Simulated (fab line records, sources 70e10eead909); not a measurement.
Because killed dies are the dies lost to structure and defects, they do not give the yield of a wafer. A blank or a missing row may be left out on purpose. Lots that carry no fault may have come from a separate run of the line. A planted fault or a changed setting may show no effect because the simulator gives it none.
Matching of chambers ; flow nand-harc ; 4 sister chambers for NHARC_P_CONTACT_ALD_22 on ald-metal-04
The step deposits TiN, target thk 3 nm, pulse time 1 s, ald cycles 150. 16 wafers are shown with their chamber, then 8 later ones without.

WAFERS, EACH WITH ITS CHAMBER
wafer;chamber;heater-power-w (W);precursor-pulse-height-rel
L076.4;3;1050;1.016
L076.5;2;972;1.009
L076.6;1;1197;0.989
L077.1;2;1018;1.028
L077.5;1;1190;1.010
L077.6;2;977;0.990
L079.1;1;1157;1.004
L079.3;3;1033;0.991
L079.5;3;1029;0.982
L081.1;2;980;1.009
L081.4;3;1034;1.001
L081.5;3;1059;1.007
L087.1;2;987;0.991
L087.5;0;1138;1.031
L087.6;3;1025;1.008
L089.2;2;982;1.009

SIGNATURES (averages over the wafers above)
reading;chamber 0;chamber 1;chamber 2;chamber 3;scatter within a chamber
heater-power-w;1138.00;1181.33;986.00;1038.33;16.2
precursor-pulse-height-rel;1.03100;1.00100;1.00600;1.00083;0.0129
Rule: for a wafer and a chamber, the distance is found by dividing, reading by reading, the gap between the wafer's reading and the chamber's mean by the reading's scatter, squaring, summing and taking the root. The wafer belongs to the nearest chamber; if the next one is less than 2 further off, it can't be placed. The scatter is the square root of a quotient: the sum, over the shown wafers, of each reading's squared deviation from its chamber's mean, divided by wafers minus chambers.

WAFERS MISSING THEIR CHAMBER
wafer;heater-power-w (W);precursor-pulse-height-rel
L089.4;1007;1.001
L089.5;1144;1.003
L090.2;1055;0.981
L090.3;1176;1.001
L090.6;1042;1.024
L094.2;1072;0.998
L094.3;1116;0.990
L094.5;1107;0.993

CHAMBER TAKEN BY EACH
wafer;from the rows above;in truth
L089.4;can't be placed: 2 or 3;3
L089.5;can't be placed: 0 or 1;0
L090.2;3;3
L090.3;1;1
L090.6;can't be placed: 3 or 2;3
L094.2;3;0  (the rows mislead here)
L094.3;can't be placed: 0 or 1 or 3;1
L094.5;can't be placed: 0 or 3 or 1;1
Correctly placed: 2 of 8. From these rows, 5 cannot be placed; in 5 the true chamber is one of the candidates. 1 placed wrongly.
